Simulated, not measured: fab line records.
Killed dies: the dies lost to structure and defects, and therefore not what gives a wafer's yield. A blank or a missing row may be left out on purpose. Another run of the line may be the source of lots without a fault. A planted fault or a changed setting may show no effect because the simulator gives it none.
Chamber matching ; flow n5 finfet ; 3 sister chambers for N5_BEOL_M5_CO_CAP_78 on cvd co-01
The step material Co, precursor CCTBA/H2, target thk 2 nm, time 102.1 s. 6 wafers are shown with their chamber, then 12 later ones without.

## WAFERS WITH THEIR CHAMBER
wafer;chamber;heater power outer w (W);heater power w (W)
L083.6;2;128;241
L088.5;2;126;241
L090.5;1;103;214
L091.2;0;126;247
L091.4;0;120;248
L091.5;1;103;220

## WAFERS WITH NO CHAMBER GIVEN
wafer;heater power outer w (W);heater power w (W)
L093.1;130;243
L093.3;104;209
L093.6;123;256
L095.3;126;246
L095.4;128;240
L095.5;101;211
L094.2;131;239
L094.3;123;242
L094.5;129;243
L096.3;126;252
L096.4;103;215
L096.5;128;244

## WHICH CHAMBER EACH WENT THROUGH
wafer;from the rows above;in truth
L093.1;can't be placed: 2 or 0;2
L093.3;1;1
L093.6;0;0
L095.3;can't be placed: 0 or 2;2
L095.4;2;2
L095.5;1;1
L094.2;2;2
L094.3;can't be placed: 2 or 0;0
L094.5;can't be placed: 2 or 0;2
L096.3;0;0
L096.4;1;1
L096.5;can't be placed: 2 or 0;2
Placed correctly: 7 of 12. Can't be placed from these rows: 5 (the true chamber is among the candidates in 5). Placed wrongly: 0.
How it was worked out, from the rows above alone: a wafer's distance from a chamber is the root of the sum, over the readings, of the square of ((its reading less the chamber's mean) divided by the reading's scatter). The wafer belongs to the nearest chamber; if the next one is less than 2 further off, it can't be placed. For every chamber, the mean is computed from those of its wafers that are shown. The scatter: the root of (the sum of the squares of (reading less its chamber's mean) over the shown wafers, divided by (wafers less chambers)).
